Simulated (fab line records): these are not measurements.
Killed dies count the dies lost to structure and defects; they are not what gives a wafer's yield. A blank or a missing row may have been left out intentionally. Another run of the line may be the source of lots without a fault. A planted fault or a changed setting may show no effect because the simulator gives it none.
Matching of chambers / flow nand_harc / 4 sister chambers for NHARC_A_CONTACT_ETCH_98 on rie_diel-11
The step etches the open film in C4F6/O2, target depth 20 nm, time 10 s. 8 wafers are shown with their chamber, then 8 later ones without.

## EACH WAFER AND ITS CHAMBER
wafer=L257.6; chamber=1; drypump_motor_current_A (A)=5.6; rf_vpp_V (V)=541
wafer=L258.1; chamber=1; drypump_motor_current_A (A)=5.7; rf_vpp_V (V)=541
wafer=L261.6; chamber=2; drypump_motor_current_A (A)=5.9; rf_vpp_V (V)=541
wafer=L259.2; chamber=2; drypump_motor_current_A (A)=5.9; rf_vpp_V (V)=542
wafer=L259.6; chamber=3; drypump_motor_current_A (A)=5.2; rf_vpp_V (V)=541
wafer=L263.3; chamber=3; drypump_motor_current_A (A)=5.2; rf_vpp_V (V)=540
wafer=L263.5; chamber=0; drypump_motor_current_A (A)=5.2; rf_vpp_V (V)=549
wafer=L264.1; chamber=0; drypump_motor_current_A (A)=5.2; rf_vpp_V (V)=550

## WAFERS WITHOUT THEIR CHAMBER
wafer=L264.2; drypump_motor_current_A (A)=5.9; rf_vpp_V (V)=540
wafer=L264.5; drypump_motor_current_A (A)=5.2; rf_vpp_V (V)=541
wafer=L268.1; drypump_motor_current_A (A)=5.9; rf_vpp_V (V)=542
wafer=L268.2; drypump_motor_current_A (A)=5.2; rf_vpp_V (V)=540
wafer=L268.5; drypump_motor_current_A (A)=5.2; rf_vpp_V (V)=549
wafer=L274.2; drypump_motor_current_A (A)=5.7; rf_vpp_V (V)=541
wafer=L274.3; drypump_motor_current_A (A)=5.2; rf_vpp_V (V)=541
wafer=L274.6; drypump_motor_current_A (A)=5.2; rf_vpp_V (V)=539

## EACH ONE'S CHAMBER
wafer=L264.2; from the rows above=2; in truth=2
wafer=L264.5; from the rows above=3; in truth=3
wafer=L268.1; from the rows above=2; in truth=2
wafer=L268.2; from the rows above=3; in truth=3
wafer=L268.5; from the rows above=0; in truth=0
wafer=L274.2; from the rows above=1; in truth=1
wafer=L274.3; from the rows above=3; in truth=3
wafer=L274.6; from the rows above=3; in truth=3
Correctly placed: 8 of 8. From these rows, 0 cannot be placed. Placed wrongly: 0.
How it was worked out, from the rows above alone: a wafer's distance from a chamber is the root of the sum, over the readings, of the square of ((its reading less the chamber's mean) divided by the reading's scatter). The wafer belongs to the nearest chamber; if the next one is less than 2 further off, it can't be placed. The mean given for a chamber averages the wafers shown for that chamber. The scatter is the square root of a quotient: the sum, over the shown wafers, of each reading's squared deviation from its chamber's mean, divided by wafers minus chambers.
